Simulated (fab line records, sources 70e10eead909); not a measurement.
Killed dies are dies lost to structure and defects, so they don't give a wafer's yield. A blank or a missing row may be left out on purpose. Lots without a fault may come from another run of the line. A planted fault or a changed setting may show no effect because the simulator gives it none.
Chamber matching | flow nand_harc | NHARC_A_STAIRCASE_ETCHBACK_422 on rie_diel-09: 4 sister chambers
The step etches the open film in CH3F/O2, target depth 40 nm, time 74.286 s. 8 wafers are shown with their chamber, then 7 later ones without.

WAFERS WITH THEIR CHAMBER
wafer  | chamber | drypump_motor_current_A (A) | showerhead_plenum_p_Torr (Torr)
L076.6 | 2       | 5.7                         | 2.55
L079.2 | 1       | 6.2                         | 2.52
L078.2 | 0       | 5.3                         | 2.42
L081.1 | 1       | 6.2                         | 2.52
L081.2 | 2       | 5.7                         | 2.54
L081.3 | 3       | 5.9                         | 2.32
L086.1 | 3       | 5.9                         | 2.32
L086.2 | 0       | 5.2                         | 2.41

WAFERS WITHOUT THEIR CHAMBER
wafer  | drypump_motor_current_A (A) | showerhead_plenum_p_Torr (Torr)
L086.6 | 5.7                         | 2.53
L093.1 | 5.2                         | 2.41
L093.4 | 5.9                         | 2.31
L093.5 | 5.9                         | 2.31
L096.1 | 6.2                         | 2.51
L096.4 | 5.2                         | 2.40
L096.5 | 5.2                         | 2.40

WHICH CHAMBER EACH WENT THROUGH
wafer  | from the rows above | in truth
L086.6 | 2                   | 2
L093.1 | 0                   | 0
L093.4 | 3                   | 3
L093.5 | 3                   | 3
L096.1 | 1                   | 1
L096.4 | 0                   | 0
L096.5 | 0                   | 0
Placed correctly: 7 of 7. Can't be placed from these rows: 0. Placed wrongly: 0.
How it was worked out, from the rows above alone: a wafer's distance from a chamber is the root of the sum, over the readings, of the square of ((its reading less the chamber's mean) divided by the reading's scatter). The wafer belongs to the nearest chamber; if the next one is less than 2 further off, it can't be placed. A chamber's mean is the mean of its shown wafers. The scatter: the root of (the sum of the squares of (reading less its chamber's mean) over the shown wafers, divided by (wafers less chambers)).
